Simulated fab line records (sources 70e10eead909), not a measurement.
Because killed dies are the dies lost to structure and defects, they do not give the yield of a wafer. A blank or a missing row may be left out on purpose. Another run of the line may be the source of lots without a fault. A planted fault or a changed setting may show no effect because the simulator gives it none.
Which tool is to blame?	flow nand harc	24 lots, 72 wafers sampled, at 6 steps of a route of 1302

== WHAT THE GAUGES READ, wafer by wafer ==
No reading from a measuring or inspecting step in the record can be judged against a usual standard deviation.

== EACH LOT AND THE TOOL THAT RAN IT (in order: tool; ch and the chambers of the sampled wafers; start) ==
lot	NHARC_A_SGD_CUT_STRIP_17	NHARC_A_SLIT_DEP_23	NHARC_A_WL_FILL_ETCHBACK_16	NHARC_A_CONTACT_DEP_24	NHARC_A_CONTACT_DEP_28	NHARC_A_CONTACT_ETCH_123
L074	rie diel-05 ch 1,2,3, day 19 17:55 or earlier	pecvd-01 ch 0,1,2, day 19 17:55	rie diel-11 ch 1,2,3, day 21 05:31 or earlier	pecvd-03 ch 0,1,2, day 21 05:31	acl dep-02 ch 0, day 21 12:44	har cap etch-02 ch 0,1, day 21 19:58
L076	rie diel-05 ch 0,1,3, day 20 06:58 or earlier	pecvd-01 ch 0,1,2, day 20 06:58	rie diel-12 ch 0,1, day 21 15:08 or earlier	pecvd-03 ch 1,2, day 21 15:08	acl dep-01 ch 0, day 21 17:04	har cap etch-02 ch 0,1, day 22 02:28
L075	rie diel-04 ch 1,2,3, day 20 06:53 or earlier	pecvd-02 ch 0,1, day 20 06:53	rie diel-07 ch 0,1,3, day 21 15:06 or earlier	pecvd-04 ch 0,2, day 21 15:06	acl dep-02 ch 0, day 21 16:22	har cap etch-03 ch 0,1, day 22 01:10
L077	rie diel-04 ch 1,2,3, day 21 08:52 or earlier	pecvd-01 ch 0,1,2, day 21 08:52	rie diel-07 ch 1,2,3, day 22 16:40 or earlier	pecvd-01 ch 0,1,2, day 22 16:40	acl dep-02 ch 0, day 22 17:45	har cap etch-02 ch 0,1, day 23 02:49
L079	rie diel-04 ch 0,1,3, day 21 09:02 or earlier	pecvd-01 ch 0,1,2, day 21 09:02	rie diel-12 ch 0,1,3, day 22 16:32 or earlier	pecvd-04 ch 0,2, day 22 16:32	acl dep-03 ch 0, day 22 17:08	har cap etch-01 ch 0,1, day 23 02:15
L078	rie diel-05 ch 0,1,2, day 21 12:38 or earlier	pecvd-02 ch 0,2, day 21 12:38	rie diel-07 ch 1,2,3, day 23 00:01 or earlier	pecvd-01 ch 0,1,2, day 23 00:01	acl dep-01 ch 0, day 23 00:34	har cap etch-03 ch 0,1, day 23 09:53
L080	rie diel-04 ch 1,3, day 21 17:42 or earlier	pecvd-03 ch 0,1,2, day 21 17:42	rie diel-12 ch 0,1, day 23 00:07 or earlier	pecvd-03 ch 1,2, day 23 00:07	acl dep-02 ch 0, day 23 00:43	har cap etch-01 ch 0,1, day 23 09:44
L081	rie diel-04 ch 0,1,3, day 22 15:56 or earlier	pecvd-03 ch 0,2, day 22 15:56	rie diel-11 ch 0,2,3, day 23 23:28 or earlier	pecvd-01 ch 0,1,2, day 23 23:28	acl dep-03 ch 0, day 24 01:08	har cap etch-03 ch 0,1, day 24 10:10
L082	rie diel-10 ch 2,3, day 22 15:56 or earlier	pecvd-01 ch 0,1,2, day 22 15:56	rie diel-12 ch 0,1,2, day 23 23:31 or earlier	pecvd-04 ch 1,2, day 23 23:31	acl dep-02 ch 0, day 24 01:50	har cap etch-02 ch 0,1, day 24 14:07
L083	rie diel-05 ch 0,1,2, day 23 10:22 or earlier	pecvd-01 ch 0,1,2, day 23 10:22	rie diel-12 ch 0,1,2, day 24 18:48 or earlier	pecvd-04 ch 1,2, day 24 18:48	acl dep-03 ch 0, day 24 19:17	har cap etch-02 ch 0,1, day 25 04:25
L085	rie diel-10 ch 0,2,3, day 23 21:35 or earlier	pecvd-02 ch 0,1,2, day 23 21:35	rie diel-12 ch 0,1,2, day 25 09:31 or earlier	pecvd-04 ch 0,1,2, day 25 09:31	acl dep-02 ch 0, day 25 10:07	har cap etch-02 ch 0,1, day 25 19:17
L084	rie diel-10 ch 0,3, day 23 22:20 or earlier	pecvd-01 ch 0,2, day 23 22:20	rie diel-07 ch 1,2,3, day 25 09:53 or earlier	pecvd-01 ch 0,1,2, day 25 09:53	acl dep-03 ch 0, day 25 11:31	har cap etch-03 ch 0,1, day 25 19:55
L086	rie diel-10 ch 0,1, day 24 16:06 or earlier	pecvd-03 ch 0,1, day 24 16:06	rie diel-07 ch 0,2, day 26 03:19 or earlier	pecvd-04 ch 0,1,2, day 26 03:19	acl dep-01 ch 0, day 26 05:11	har cap etch-01 ch 0,1, day 26 13:00
L087	rie diel-10 ch 0,2,3, day 25 02:49 or earlier	pecvd-02 ch 0,1,2, day 25 02:49	rie diel-07 ch 2,3, day 26 12:58 or earlier	pecvd-01 ch 1,2, day 26 12:58	acl dep-03 ch 0, day 26 16:31	har cap etch-01 ch 0,1, day 27 00:51
L088	rie diel-05 ch 0,2, day 25 18:13 or earlier	pecvd-01 ch 0,1, day 25 18:13	rie diel-07 ch 0,2,3, day 27 04:11 or earlier	pecvd-03 ch 0,1, day 27 04:11	acl dep-03 ch 0, day 27 08:12	har cap etch-02 ch 0,1, day 27 16:31
L089	rie diel-10 ch 1,2, day 25 15:49 or earlier	pecvd-01 ch 1,2, day 25 15:49	rie diel-12 ch 0,2, day 26 23:53 or earlier	pecvd-01 ch 1,2, day 26 23:53	acl dep-03 ch 0, day 27 04:01	har cap etch-02 ch 0,1, day 27 12:13
L090	rie diel-04 ch 0,1,2, day 26 17:06 or earlier	pecvd-02 ch 0,2, day 26 17:06	rie diel-12 ch 0,1,3, day 28 02:19 or earlier	pecvd-03 ch 0,1,2, day 28 02:19	acl dep-02 ch 0, day 28 04:11	har cap etch-02 ch 0,1, day 28 12:11
L091	rie diel-10 ch 1,3, day 27 03:30 or earlier	pecvd-01 ch 0,1,2, day 27 03:30	rie diel-12 ch 0,3, day 28 15:10 or earlier	pecvd-03 ch 0,1,2, day 28 15:10	acl dep-02 ch 0, day 28 17:08	har cap etch-03 ch 0,1, day 29 01:10
L092	rie diel-05 ch 0,3, day 27 04:19 or earlier	pecvd-02 ch 0,1, day 27 04:19	rie diel-11 ch 0,2,3, day 28 19:54 or earlier	pecvd-01 ch 0,1,2, day 28 19:54	acl dep-01 ch 0, day 28 22:30	har cap etch-03 ch 0,1, day 29 06:47
L093	rie diel-04 ch 1,2,3, day 27 03:20 or earlier	pecvd-01 ch 0,1, day 27 03:20	rie diel-11 ch 0,1,2, day 28 15:11 or earlier	pecvd-01 ch 0,2, day 28 15:11	acl dep-01 ch 0, day 28 18:16	har cap etch-02 ch 0,1, day 29 02:47
L094	rie diel-10 ch 0,2,3, day 28 00:29 or earlier	pecvd-02 ch 0,1, day 28 00:29	rie diel-11 ch 1,2,3, day 29 10:59 or earlier	pecvd-04 ch 1,2, day 29 10:59	acl dep-01 ch 0, day 29 12:16	har cap etch-02 ch 0,1, day 29 21:14
L095	rie diel-10 ch 0,1, day 28 14:16 or earlier	pecvd-03 ch 0,1,2, day 28 14:16	rie diel-07 ch 0,1, day 30 03:12 or earlier	pecvd-01 ch 0,1,2, day 30 03:12	acl dep-02 ch 0, day 30 04:27	har cap etch-03 ch 0,1, day 30 12:41
L097	rie diel-10 ch 0,1,3, day 29 09:31 or earlier	pecvd-02 ch 0,1,2, day 29 09:31	rie diel-07 ch 0,2,3, day 30 20:14 or earlier	pecvd-04 ch 0,1,2, day 30 20:14	acl dep-01 ch 0, day 30 21:30	har cap etch-03 ch 0,1, day 31 05:50
L096	rie diel-04 ch 0,1,2, day 30 02:04 or earlier	pecvd-02 ch 0,1,2, day 30 02:04	rie diel-11 ch 0,2,3, day 31 14:13 or earlier	pecvd-04 ch 0,1,2, day 31 14:13	acl dep-02 ch 0, day 31 17:19	har cap etch-01 ch 0,1, day 32 02:25
- NHARC_A_SGD_CUT_STRIP_17: strips in O2.
- NHARC_A_SLIT_DEP_23: deposits SiON, target thk 100 nm.
- NHARC_A_WL_FILL_ETCHBACK_16: etches the open film in C4F8/O2/Ar, target depth 120 nm, time 24 s.
- NHARC_A_CONTACT_DEP_24: deposits SiO2, target thk 500 nm.
- NHARC_A_CONTACT_DEP_28: deposits aC, target thk 7000 nm.
- NHARC_A_CONTACT_ETCH_123: etches the open film in C4F8/O2/Ar, time 490 s, target depth 2110 nm.

== AS READ BY THE TOOLS THEMSELVES (means over the sampled wafers that have a number; for cases with no such wafer, the mark the record gives instead) ==
NHARC_A_SGD_CUT_STRIP_17. Usual: drypump motor current A 5.8 A, standard deviation 0.47; oes product au 0.999 a.u., standard deviation 0.008; rf vpp V 57.5 V, standard deviation 0.88; showerhead plenum p Torr 3.44 Torr, standard deviation 0.14; throttle valve pct 17.037 %, standard deviation 0.0091.
lot	tool	drypump motor current A (A)	oes product au (a.u.)	rf vpp V (V)	showerhead plenum p Torr (Torr)	throttle valve pct (%)	flag
L074	rie diel-05	5.6	0.999	56.8	3.45	17.040	
L076	rie diel-05	5.3	1.007	56.8	3.50	17.041	
L075	rie diel-04	5.9	1.004	57.5	3.38	17.040	
L077	rie diel-04	5.9	0.999	57.0	3.38	17.028	
L079	rie diel-04	5.7	0.999	58.0	3.41	17.039	
L078	rie diel-05	5.3	1.003	57.4	3.53	17.043	
L080	rie diel-04	5.6	1.008	57.6	3.33	17.041	
L081	rie diel-04	5.7	1.001	56.8	3.41	17.034	
L082	rie diel-10	6.1	0.994	57.5	3.30	17.038	
L083	rie diel-05	5.3	1.008	57.6	3.52	17.036	
L085	rie diel-10	6.2	0.993	57.8	3.32	17.032	
L084	rie diel-10	6.4	0.990	58.2	3.32	17.040	
L086	rie diel-10	5.7	0.994	57.7	3.55	17.030	
L087	rie diel-10	6.2	0.989	56.9	3.32	17.044	
L088	rie diel-05	5.2	1.000	58.3	3.67	17.038	
L089	rie diel-10	5.4	0.997	57.6	3.53	17.040	
L090	rie diel-04	5.9	0.997	57.7	3.41	17.037	
L091	rie diel-10	5.9	0.996	57.2	3.41	17.042	
L092	rie diel-05	5.5	0.994	57.4	3.57	17.040	
L093	rie diel-04	5.9	0.999	56.8	3.38	17.032	
L094	rie diel-10	6.2	1.002	57.7	3.32	17.046	
L095	rie diel-10	5.7	1.003	57.2	3.54	17.029	
L097	rie diel-10	6.1	0.994	57.2	3.43	17.033	
L096	rie diel-04	5.9	1.002	57.3	3.41	17.039	

NHARC_A_SLIT_DEP_23. Usual: chamber pressure Torr 3.500 Torr, standard deviation 0.0075; heater power w 717 W, standard deviation 91.
lot	tool	chamber pressure Torr (Torr)	heater power w (W)	flag
L074	pecvd-01	3.498	724	
L076	pecvd-01	3.499	688	
L075	pecvd-02	3.498	655	
L077	pecvd-01	3.497	729	
L079	pecvd-01	3.498	738	
L078	pecvd-02	3.502	700	
L080	pecvd-03	3.492	826	
L081	pecvd-03	3.502	816	
L082	pecvd-01	3.504	711	
L083	pecvd-01	3.507	695	
L085	pecvd-02	3.501	708	
L084	pecvd-01	3.499	614	
L086	pecvd-03	3.501	745	
L087	pecvd-02	3.508	704	
L088	pecvd-01	3.496	746	
L089	pecvd-01	3.500	772	
L090	pecvd-02	3.505	686	
L091	pecvd-01	3.498	713	
L092	pecvd-02	3.498	594	
L093	pecvd-01	3.502	668	
L094	pecvd-02	3.498	625	
L095	pecvd-03	3.507	812	
L097	pecvd-02	3.504	657	
L096	pecvd-02	3.488	701	

NHARC_A_WL_FILL_ETCHBACK_16. Usual: oes product au 0.984 a.u., standard deviation 0.025; rf vpp V 724 V, standard deviation 3.5.
lot	tool	oes product au (a.u.)	rf vpp V (V)	flag
L074	rie diel-11	0.982	724	
L076	rie diel-12	1.003	726	
L075	rie diel-07	1.007	723	
L077	rie diel-07	0.988	725	
L079	rie diel-12	0.995	724	
L078	rie diel-07	0.991	724	
L080	rie diel-12	0.997	726	
L081	rie diel-11	0.989	724	
L082	rie diel-12	0.996	725	
L083	rie diel-12	0.996	724	
L085	rie diel-12	0.930	725	
L084	rie diel-07	0.924	724	
L086	rie diel-07	1.001	720	
L087	rie diel-07	0.997	722	
L088	rie diel-07	1.005	722	
L089	rie diel-12	0.996	723	
L090	rie diel-12	0.996	724	
L091	rie diel-12	0.932	721	
L092	rie diel-11	0.993	725	
L093	rie diel-11	1.009	728	
L094	rie diel-11	0.985	725	
L095	rie diel-07	0.971	726	
L097	rie diel-07	0.951	721	
L096	rie diel-11	0.992	725	

NHARC_A_CONTACT_DEP_24. Usual: chamber pressure Torr 6.500 Torr, standard deviation 0.015; heater power w 588 W, standard deviation 110; throttle valve pct 16.1 %, standard deviation 0.71.
lot	tool	chamber pressure Torr (Torr)	heater power w (W)	throttle valve pct (%)	flag
L074	pecvd-03	6.511	630	16.2	
L076	pecvd-03	6.503	638	16.6	
L075	pecvd-04	6.510	623	16.4	
L077	pecvd-01	6.490	520	15.6	
L079	pecvd-04	6.513	600	16.3	
L078	pecvd-01	6.498	536	15.6	
L080	pecvd-03	6.499	567	16.8	
L081	pecvd-01	6.496	519	15.8	
L082	pecvd-04	6.492	716	16.9	
L083	pecvd-04	6.498	629	16.5	
L085	pecvd-04	6.511	605	16.4	
L084	pecvd-01	6.510	536	16.0	
L086	pecvd-04	6.507	591	16.5	
L087	pecvd-01	6.507	499	16.3	
L088	pecvd-03	6.490	546	15.9	
L089	pecvd-01	6.506	518	16.1	
L090	pecvd-03	6.507	620	15.8	
L091	pecvd-03	6.498	647	16.2	
L092	pecvd-01	6.496	540	16.2	
L093	pecvd-01	6.507	529	15.9	
L094	pecvd-04	6.506	691	16.4	
L095	pecvd-01	6.486	563	15.6	
L097	pecvd-04	6.486	639	16.4	
L096	pecvd-04	6.501	699	16.7	

NHARC_A_CONTACT_DEP_28. Usual: throttle valve pct reads 34.999 % (standard deviation 0.0091).
lot	tool	throttle valve pct (%)	flag
L074	acl dep-02	35.005	
L076	acl dep-01	35.007	
L075	acl dep-02	34.994	
L077	acl dep-02	34.999	
L079	acl dep-03	35.002	
L078	acl dep-01	34.998	
L080	acl dep-02	34.996	
L081	acl dep-03	34.998	
L082	acl dep-02	34.994	
L083	acl dep-03	35.004	
L085	acl dep-02	34.997	
L084	acl dep-03	34.996	
L086	acl dep-01	35.003	
L087	acl dep-03	34.998	
L088	acl dep-03	34.999	
L089	acl dep-03	35.001	
L090	acl dep-02	34.999	
L091	acl dep-02	34.992	
L092	acl dep-01	35.001	
L093	acl dep-01	34.999	
L094	acl dep-01	35.003	
L095	acl dep-02	34.986	
L097	acl dep-01	35.000	
L096	acl dep-02	35.004	

NHARC_A_CONTACT_ETCH_123. Usual: oes air line au reads 1.000 a.u. (standard deviation 0.021).
lot	tool	oes air line au (a.u.)	flag
L074	har cap etch-02	0.994	
L076	har cap etch-02	1.008	
L075	har cap etch-03	1.021	
L077	har cap etch-02	0.999	
L079	har cap etch-01	0.978	
L078	har cap etch-03	0.992	
L080	har cap etch-01	1.006	
L081	har cap etch-03	1.004	
L082	har cap etch-02	0.998	
L083	har cap etch-02	0.990	
L085	har cap etch-02	0.997	
L084	har cap etch-03	0.977	
L086	har cap etch-01	0.997	
L087	har cap etch-01	0.995	
L088	har cap etch-02	1.003	
L089	har cap etch-02	0.994	
L090	har cap etch-02	0.956	
L091	har cap etch-03	1.018	
L092	har cap etch-03	0.993	
L093	har cap etch-02	1.001	
L094	har cap etch-02	1.000	
L095	har cap etch-03	0.990	
L097	har cap etch-03	1.019	
L096	har cap etch-01	1.005	

== THE ANSWER, worked out from the rows above alone ==
Rule: a lot is off if the mean of its wafers that have a number lies more than 3 standard deviations from the usual mean. A lot without any number at a reading at which 4 lots or more have one is off too. Where the step has rows for the other lots, those lots are counted as sound. After the gauges, taken in route order, come the tools' own readings; for these a lot's mean is taken, as printed above. The first step at which some lot is off is used, and at that step the reading that is off furthest; a lot without a number counts as furthest.
Across all readings shown, no lot is off: no conclusion can be drawn from this.

== WHAT THE SIMULATOR HAD INSERTED ==
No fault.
